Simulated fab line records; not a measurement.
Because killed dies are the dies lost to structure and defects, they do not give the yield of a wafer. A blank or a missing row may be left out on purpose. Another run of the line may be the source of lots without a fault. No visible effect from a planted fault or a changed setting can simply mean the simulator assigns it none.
fab line records -- flow nand-harc
[record] lots = 14, wafers = 42, last-day = 32
route steps=1302 shown A_DECK1_JOINT@530 A_ONON_D2@547 END@1302
lots that met no fault: taken from a fault-free run of the same line
start-h: start of the lot's first displayed wafer, in hours after the record's first day -- wait-h: time in hours since the lot's previous step -- " as in the row above -- L1.1+2: several wafers, shown together as one row -- - either no value or no given start -- * or withheld: withheld -- < > ~ a bound
route shown NAME@n: NAME is a module with steps in the file, n the number in the route of the first one -- usual: the fault-free wafers' mean and standard deviation -- same: alike in all rows -- chamber/n: place in a boat -- sites: the reading at each site -- _std_site: standard deviation of those values -- _edge_site: inner sites' mean taken away from outer sites' mean -- radius-mm: how far each site lies from the wafer's centre -- mask NAME#n: copy n -- behind: the most recent tool/chamber to have shaped the wafer -- hold: what put the lot on hold/how long, in hours/how the hold closed -- device: transistor that didn't switch, given as n, p or np -- end of line: the route-end tests of the same wafers -- a step given without rows: its recipe and nothing more -- killed: not the wafer's yield, but the dies lost to structure and defects at the first sort -- map: shows each die of a wafer: x if killed, . if not, _ if none is there
set.NAME: the setting as run; set.NAME@STEP: as run at that earlier step -- model.NAME: the simulator's own value behind a step, which no gauge read
one table for each step of the route and one row for each wafer, over a sample of lots
services: from which hour (start-h, from the record's first day; less than 0 if before it) a tool's chamber was out of use, for how many hours, and why
[[steps]]
[step NHARC_A_DECK1_JOINT_ETCHBACK_00]
[recipe] target-depth-a = 300, time-s = 17.4, hbr-flow-sccm = 150, rf-w = 350, icp-w = 350, bias-w = 60, chemistry = HBr
[usual] drypump-motor-current-A = 5.9/0.53, oes-product-au = 1.002/0.0076, rf-fwd-power-W = 343.0/1.6, throttle-valve-pct = 23.266/0.0096
lot.wafer,tool,chamber,start-h,wait-h,drypump-motor-current-A,oes-product-au,rf-fwd-power-W,rf-hours-counter-h,throttle-valve-pct
L832.3,rie-si-04,2,246.02,0.1,6.3,1.003,344.1,0.5,23.286
L832.5,rie-si-04,1,246.02,0.1,6.0,0.998,341.9,-,23.263
L832.6,rie-si-04,2,246.02,0.1,6.3,1.004,342.5,-,23.274
L833.2,rie-si-04,0,262.76,0.1,4.7,1.008,343.1,0.6,23.265
L833.6,rie-si-04,0,262.76,0.1,4.7,1.002,342.8,-,23.278
L833.5,rie-si-04,1,262.76,0.1,6.0,1.007,339.8,-,23.270
L834.3,rie-si-05,2,262.76,0.1,6.0,1.001,344.1,0.8,23.268
L834.2,rie-si-05,0,262.76,0.1,6.0,1.010,342.1,0.8,23.257
L834.6,rie-si-05,2,262.76,0.1,6.0,1.010,344.1,-,23.274
L835.2,rie-si-05,3,275.58,0.1,6.6,0.998,341.6,0.7,23.263
L835.6,rie-si-05,2,275.58,0.1,6.1,0.999,344.0,-,23.251
L835.5,rie-si-05,3,275.58,0.1,6.6,0.999,341.1,-,23.273
L838.2,rie-si-04,3,312.77,0.1,6.7,0.983,343.9,1.0,23.271
L838.3,rie-si-04,1,312.77,0.1,5.9,0.995,339.8,1.0,23.285
L838.1,rie-si-04,2,312.77,0.1,6.3,0.998,341.4,1.0,23.267
L839.3,rie-si-06,3,320.23,0.1,5.9,1.015,343.5,0.4,23.270
L839.1,rie-si-06,1,320.23,0.1,5.4,0.997,342.9,0.4,23.247
L839.6,rie-si-06,2,320.23,0.1,6.0,1.008,344.8,-,23.272
L840.2,rie-si-05,1,320.27,0.1,5.4,0.997,343.7,0.0,23.257
L840.6,rie-si-05,3,320.27,0.1,6.7,0.977,340.8,-,23.275
L840.4,rie-si-05,0,320.27,0.1,6.0,0.988,345.7,-,23.275
L841.2,rie-si-06,1,330.71,0.1,5.4,0.997,343.1,0.4,23.285
L841.5,rie-si-06,1,330.71,0.1,5.4,1.006,342.7,-,23.283
L841.4,rie-si-06,2,330.71,0.1,6.0,1.012,344.8,-,23.264
L844.4,rie-si-05,1,360.02,0.1,5.4,1.003,343.1,0.3,23.276
L844.2,rie-si-05,3,360.02,0.1,6.6,1.004,340.7,0.2,23.275
L844.5,rie-si-05,1,360.02,0.1,5.3,1.009,343.6,-,23.271
L843.3,rie-si-04,2,360.04,0.1,6.3,0.996,342.8,0.0,23.252
L843.4,rie-si-04,3,360.04,0.1,6.7,0.995,343.2,0.0,23.269
L843.2,rie-si-04,0,360.04,0.1,4.7,1.007,342.6,0.0,23.268
L845.2,rie-si-04,2,385.72,0.1,6.3,0.996,340.4,0.1,23.267
L845.3,rie-si-04,0,385.72,0.1,4.7,1.010,342.7,0.1,23.275
L845.1,rie-si-04,1,385.72,0.1,6.0,0.993,339.7,0.1,23.261
L846.1,rie-si-05,0,401.61,0.1,6.0,0.994,345.2,0.6,23.253
L846.2,rie-si-05,1,401.61,0.1,5.3,1.006,344.5,0.6,23.272
L846.3,rie-si-05,2,401.61,0.1,6.1,1.013,343.0,0.3,23.259
L851.3,rie-si-05,1,433.00,0.1,5.4,1.000,341.6,0.8,23.270
L851.2,rie-si-05,2,433.00,0.1,6.0,1.001,342.8,0.5,23.280
L851.5,rie-si-05,0,433.00,0.1,6.0,1.005,343.2,-,23.245
L853.4,rie-si-05,3,451.58,0.1,6.7,0.999,342.6,0.8,23.261
L853.1,rie-si-05,0,451.58,0.1,6.0,1.001,344.3,0.9,23.250
L853.5,rie-si-05,1,451.58,0.1,5.3,0.997,343.4,-,23.263
[step NHARC_A_DECK1_JOINT_THK_MEAS_17]
[recipe] thk-meas-gauge = ellipsometry
[usual] thk-nm = 45.0/1.1
lot.wafer,tool,chamber,start-h,wait-h,thk-nm
L832.3,film-metro-02,-,270.93,0.2,45.0
L832.5,film-metro-02,-,270.93,0.2,44.8
L832.6,film-metro-02,-,270.93,0.2,45.4
L833.2,film-metro-02,-,291.61,0.2,44.0
L833.5,film-metro-02,-,291.61,0.2,45.0
L833.6,film-metro-02,-,291.61,0.2,45.5
L834.2,film-metro-01,-,291.62,0.2,46.7
L834.3,film-metro-01,-,291.62,0.2,45.5
L834.6,film-metro-01,-,291.62,0.2,46.7
L835.2,film-metro-02,-,301.61,0.2,44.0
L835.5,film-metro-02,-,301.61,0.2,47.3
L835.6,film-metro-02,-,301.61,0.2,46.5
L838.1,film-metro-01,-,334.81,0.3,44.2
L838.2,film-metro-01,-,334.81,0.3,44.1
L838.3,film-metro-01,-,334.81,0.3,42.7
L840.2,film-metro-02,-,341.65,0.2,44.6
L840.4,film-metro-02,-,341.65,0.2,46.0
L840.6,film-metro-02,-,341.65,0.2,46.7
L839.1,film-metro-01,-,341.65,0.2,44.9
L839.3,film-metro-01,-,341.65,0.2,44.9
L839.6,film-metro-01,-,341.65,0.2,45.0
L841.2,film-metro-01,-,357.06,0.3,43.1
L841.4,film-metro-01,-,357.06,0.3,44.5
L841.5,film-metro-01,-,357.06,0.3,45.6
L843.2,film-metro-01,-,380.48,0.3,44.7
L843.3,film-metro-01,-,380.48,0.3,45.0
L843.4,film-metro-01,-,380.48,0.3,46.8
L844.2,film-metro-01,-,380.49,0.3,43.6
L844.4,film-metro-01,-,380.49,0.3,45.0
L844.5,film-metro-01,-,380.49,0.3,44.1
L845.1,film-metro-02,-,415.51,0.3,45.7
L845.2,film-metro-02,-,415.51,0.3,43.5
L845.3,film-metro-02,-,415.51,0.3,46.3
L846.1,film-metro-01,-,428.74,0.2,43.1
L846.2,film-metro-01,-,428.74,0.2,43.2
L846.3,film-metro-01,-,428.74,0.2,43.9
L851.2,film-metro-01,-,457.58,0.2,43.3
L851.3,film-metro-01,-,457.58,0.2,44.2
L851.5,film-metro-01,-,457.58,0.2,43.4
L853.1,film-metro-02,-,475.83,0.3,45.6
L853.4,film-metro-02,-,475.83,0.3,45.4
L853.5,film-metro-02,-,475.83,0.3,45.6
[step NHARC_A_ONON_D2_DEP_03]
[recipe] target-thk-a = 10000, n2-flow-sccm = 2750, n2o-flow-sccm = 2000, nh3-flow-sccm = 500, sih4-flow-sccm = 210, temp-c = 400
lot.wafer,tool,chamber,start-h,wait-h
L832.3+5+6,pecvd-onon-04,0,271.72,0.2
L833.2+5+6,pecvd-onon-01,0,292.34,0.1
L834.2+3+6,pecvd-onon-04,0,292.34,0.1
L835.2+5+6,pecvd-onon-01,0,302.33,0.1
L838.1+2+3,pecvd-onon-04,0,335.48,0.1
L839.1+3+6,pecvd-onon-01,0,342.32,0.1
L840.2+4+6,pecvd-onon-02,0,342.38,0.1
L841.2+4+5,pecvd-onon-04,0,357.79,0.1
L843.2+3+4,pecvd-onon-01,0,381.21,0.1
L844.2+4+5,pecvd-onon-04,0,381.21,0.1
L845.1+2+3,pecvd-onon-04,0,416.17,0.1
L846.1+2+3,pecvd-onon-02,0,429.41,0.1
L851.2+3+5,pecvd-onon-04,0,458.31,0.1
L853.1+4+5,pecvd-onon-04,0,476.51,0.1
[step NHARC_A_ONON_D2_THK_MEAS_05]
[recipe] thk-meas-gauge = ellipsometry
[usual] thk-nm = 1000/10
lot.wafer,tool,chamber,start-h,wait-h,thk-nm
L832.3,film-metro-02,-,272.12,-,994
L832.5,film-metro-02,-,272.12,-,995
L832.6,film-metro-02,-,272.12,-,994
L834.2,film-metro-01,-,292.79,-,1001
L834.3,film-metro-01,-,292.79,-,1001
L834.6,film-metro-01,-,292.79,-,1001
L833.2,film-metro-02,-,292.82,-,1000
L833.5,film-metro-02,-,292.82,-,998
L833.6,film-metro-02,-,292.82,-,997
L835.2,film-metro-02,-,302.78,-,994
L835.5,film-metro-02,-,302.78,-,994
L835.6,film-metro-02,-,302.78,-,995
L838.1,film-metro-02,-,336.00,-,1002
L838.2,film-metro-02,-,336.00,-,1003
L838.3,film-metro-02,-,336.00,-,1004
L840.2,film-metro-02,-,342.83,-,996
L840.4,film-metro-02,-,342.83,-,997
L840.6,film-metro-02,-,342.83,-,996
L839.1,film-metro-01,-,342.85,-,1008
L839.3,film-metro-01,-,342.85,-,1008
L839.6,film-metro-01,-,342.85,-,1007
L841.2,film-metro-01,-,358.24,-,998
L841.4,film-metro-01,-,358.24,-,998
L841.5,film-metro-01,-,358.24,-,998
L843.2,film-metro-01,-,381.66,-,1004
L843.3,film-metro-01,-,381.66,-,1003
L843.4,film-metro-01,-,381.66,-,1003
L844.2,film-metro-01,-,381.67,-,999
L844.4,film-metro-01,-,381.67,-,1001
L844.5,film-metro-01,-,381.67,-,1001
L845.1,film-metro-02,-,416.68,-,1003
L845.2,film-metro-02,-,416.68,-,1004
L845.3,film-metro-02,-,416.68,-,1004
L846.1,film-metro-02,-,429.92,-,1026
L846.2,film-metro-02,-,429.92,-,1024
L846.3,film-metro-02,-,429.92,-,1027
L851.2,film-metro-02,-,458.76,-,595
L851.3,film-metro-02,-,458.76,-,593
L851.5,film-metro-02,-,458.76,-,595
L853.1,film-metro-02,-,477.03,-,565
L853.4,film-metro-02,-,477.03,-,565
L853.5,film-metro-02,-,477.03,-,563
[step NHARC_END_SORT_01]
[recipe] temp-c = 25
[usual] killed-at-array = 58/15, killed-at-other = 0.8/1.2, killed-at-periphery = 3.5/2.5, killed-dies = 62/15, killed-open = 3.2/1.7, killed-short = 2.4/1.5
[same] gross-dies = 677
lot.wafer,tool,chamber,start-h,wait-h,killed-at-array,killed-at-other,killed-at-periphery,killed-dies,killed-open,killed-short
L851.2,prober-02,0,734.12,2.7,674,0,3,677,1,1
L851.3,prober-02,0,734.90,3.0,675,1,1,677,3,1
L851.5,prober-02,0,736.46,3.6,672,0,5,677,3,4
L853.1,prober-02,0,772.56,2.5,671,1,5,677,3,5
L853.4,prober-02,0,774.97,3.4,676,0,1,677,3,1
L853.5,prober-02,0,775.77,3.7,672,0,5,677,3,4
// killed by level:class
L851.2 A_ONON_D2:area-dep=611 A_SLIT:chamber-film-flake=28 A_CHANNEL_HOLE_D2:chamber-film-flake=18 A_CONTACT:chamber-film-flake=5 A_CHANNEL_HOLE_D1:chamber-film-flake=4 A_CHANNEL_FILL_D2:chamber-film-flake=3 A_STAIRCASE:chamber-film-flake=3 P_GATE:chamber-film-flake=2
L851.3 A_ONON_D2:area-dep=615 A_SLIT:chamber-film-flake=25 A_CHANNEL_HOLE_D2:chamber-film-flake=15 A_CHANNEL_HOLE_D1:chamber-film-flake=5 A_CONTACT:chamber-film-flake=4 A_CHANNEL_FILL_D2:chamber-film-flake=3 A_STAIRCASE:chamber-film-flake=3 A_ZERO_WELL:chamber-film-flake=2
L851.5 A_ONON_D2:area-dep=581 A_SLIT:chamber-film-flake=35 A_CHANNEL_HOLE_D2:chamber-film-flake=25 A_CHANNEL_HOLE_D1:chamber-film-flake=10 A_CONTACT:chamber-film-flake=7 A_STAIRCASE:chamber-film-flake=6 P_GATE:chamber-film-flake=3 A_WL_FILL:geometric-particle:open=2
L853.1 A_ONON_D2:area-dep=614 A_SLIT:chamber-film-flake=26 A_CHANNEL_HOLE_D1:chamber-film-flake=10 A_CHANNEL_HOLE_D2:chamber-film-flake=6 A_WL_FILL:chamber-film-flake=3 A_WL_FILL:geometric-particle:short=2 P_ZERO_WELL:chamber-film-flake=2 P_GATE:chamber-film-flake=2
L853.4 A_ONON_D2:area-dep=613 A_SLIT:chamber-film-flake=29 A_CHANNEL_HOLE_D1:chamber-film-flake=21 A_CHANNEL_HOLE_D2:chamber-film-flake=3 A_CHANNEL_FILL_D1:chamber-film-flake=2 A_CONTACT:chamber-film-flake=2 A_CHANNEL_HOLE_D1:geometric-particle:short=1 A_DECK1_JOINT:geometric-particle:open=1
L853.5 A_ONON_D2:area-dep=611 A_SLIT:chamber-film-flake=30 A_CHANNEL_HOLE_D2:chamber-film-flake=10 A_CHANNEL_HOLE_D1:chamber-film-flake=9 A_CHANNEL_FILL_D1:chamber-film-flake=4 A_ONON_D2:geometric-particle:short=2 P_GATE:chamber-film-flake=2 P_GATE:geometric-particle:open=1
[[services]]
tool,chamber,start-h,hours,kind
rie-si-06,-,249.00,9.0,pm
rie-si-06,0,258.50,5.5,repair
pecvd-onon-01,-,269.37,13.0,pm
rie-si-05,1,301.53,3.8,repair
rie-si-05,-,305.00,9.0,pm
rie-si-05,0,305.00,9.0,vent-cycle
rie-si-05,2,305.00,37.6,vent-cycle
rie-si-05,3,305.00,9.0,vent-cycle
pecvd-onon-04,-,311.33,13.0,pm
rie-si-05,0,314.00,-,clean
rie-si-05,1,314.00,-,clean
rie-si-05,3,314.00,-,clean
rie-si-06,3,328.16,3.1,repair
rie-si-06,0,338.13,1.3,repair
rie-si-04,-,342.00,9.0,pm
rie-si-04,0,342.00,9.0,vent-cycle
rie-si-04,1,342.00,9.0,vent-cycle
rie-si-06,1,353.58,5.4,repair
pecvd-onon-02,-,366.00,13.0,pm
rie-si-06,-,426.00,9.0,pm
rie-si-06,2,440.92,7.9,repair
pecvd-onon-01,-,450.37,13.0,pm
rie-si-05,0,461.02,4.1,repair
rie-si-06,-,471.04,0.1,repair
[[key]]
[first-sign] step = NHARC_A_ONON_D2_THK_MEAS_05, reading = thk-nm, direction = down, sigmas = 41, usual = 1000, struck = 579
[effect] step = NHARC_END_SORT_01, reading = killed-dies, direction = up, sigmas = 42, usual = 62, struck = 677
[more-kills-born-at] NHARC_A_ONON_D2_DEP_03@pecvd-onon-04 = 3645
met-at NHARC_A_ONON_D2_DEP_03
struck-lots L851,L853
struck-wafers L851.2,L851.3,L851.5,L853.1,L853.4,L853.5
later-rows-left-out L851.2,L851.3,L851.5,L853.1,L853.4,L853.5
tester-left-out L851,L853
not-acting-at NHARC_A_DECK1_JOINT_ETCHBACK_00,NHARC_A_DECK1_JOINT_THK_MEAS_17
onset-between 416.17 458.31
also-fits time
[fault] kind = process-parameter-drift, tool = pecvd-onon-04, chamber = 0, onset-h = 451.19, steps = NHARC_A_ONON_D2_DEP_03, channel = target-thk-a, offset = *, shape = step, end-h = 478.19, acts-in = *, stated = *
// tester-left-out: of these lots the tester's yield and bins aren't shown, on N5 and GAA mostly nor the transistor test; their killed dies are dies lost to structure and defects alone, not to doping, threshold or leakage, so they don't give the yield
// later-rows-left-out: the simulator's readings of these wafers behind a module that went badly wrong aren't trusted and aren't shown, but for the sort
